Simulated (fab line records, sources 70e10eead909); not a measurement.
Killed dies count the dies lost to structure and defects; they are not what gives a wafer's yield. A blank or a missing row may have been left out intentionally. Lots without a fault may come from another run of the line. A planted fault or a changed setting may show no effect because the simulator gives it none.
Chamber matching + flow nandHarc + 4 sister chambers for NHARC_A_CHANNEL_FILL_D2_ETCHBACK_08 on rieDiel-07
The step etches the open film in C4F8, target depth 220 nm, time 110 s. 8 wafers are shown with their chamber, then 6 later ones without.

## EACH WAFER AND ITS CHAMBER
| wafer  | chamber | rfVppV (V) | oesProductAu (a.u.) |
|--------|---------|------------|---------------------|
| L129.2 | 1       | 441.3      | 0.92                |
| L129.4 | 3       | 446.7      | 0.94                |
| L129.5 | 2       | 444.5      | 0.92                |
| L133.5 | 0       | 445.5      | 1.01                |
| L133.6 | 3       | 445.9      | 1.00                |
| L140.3 | 2       | 445.7      | 0.95                |
| L140.5 | 1       | 441.2      | 0.99                |
| L140.6 | 0       | 444.0      | 1.00                |

## WAFERS WHOSE CHAMBER IS MISSING
| wafer  | rfVppV (V) | oesProductAu (a.u.) |
|--------|------------|---------------------|
| L141.1 | 443.5      | 0.92                |
| L141.3 | 446.0      | 0.94                |
| L141.6 | 445.9      | 0.94                |
| L144.1 | 443.3      | 0.93                |
| L144.2 | 441.9      | 0.93                |
| L144.3 | 445.3      | 0.89                |

## CHAMBER TAKEN BY EACH
| wafer  | from the rows above               | in truth |
|--------|-----------------------------------|----------|
| L141.1 | can't be placed: 2 or 0 or 1 or 3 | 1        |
| L141.3 | can't be placed: 3 or 2 or 0      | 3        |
| L141.6 | can't be placed: 3 or 2 or 0      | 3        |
| L144.1 | can't be placed: 2 or 1 or 0 or 3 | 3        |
| L144.2 | 1                                 | 1        |
| L144.3 | can't be placed: 2 or 3           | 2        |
Correct placement for 1 of the 6. Not placeable from these rows: 5 (in 5, the candidates include the true chamber). Number placed wrongly: 0.
How it was worked out, from the rows above alone: a wafer's distance from a chamber is the root of the sum, over the readings, of the square of ((its reading less the chamber's mean) divided by the reading's scatter). The wafer belongs to the nearest chamber; if the next one is less than 2 further off, it can't be placed. The mean given for a chamber averages the wafers shown for that chamber. The scatter is the square root of a quotient: the sum, over the shown wafers, of each reading's squared deviation from its chamber's mean, divided by wafers minus chambers.
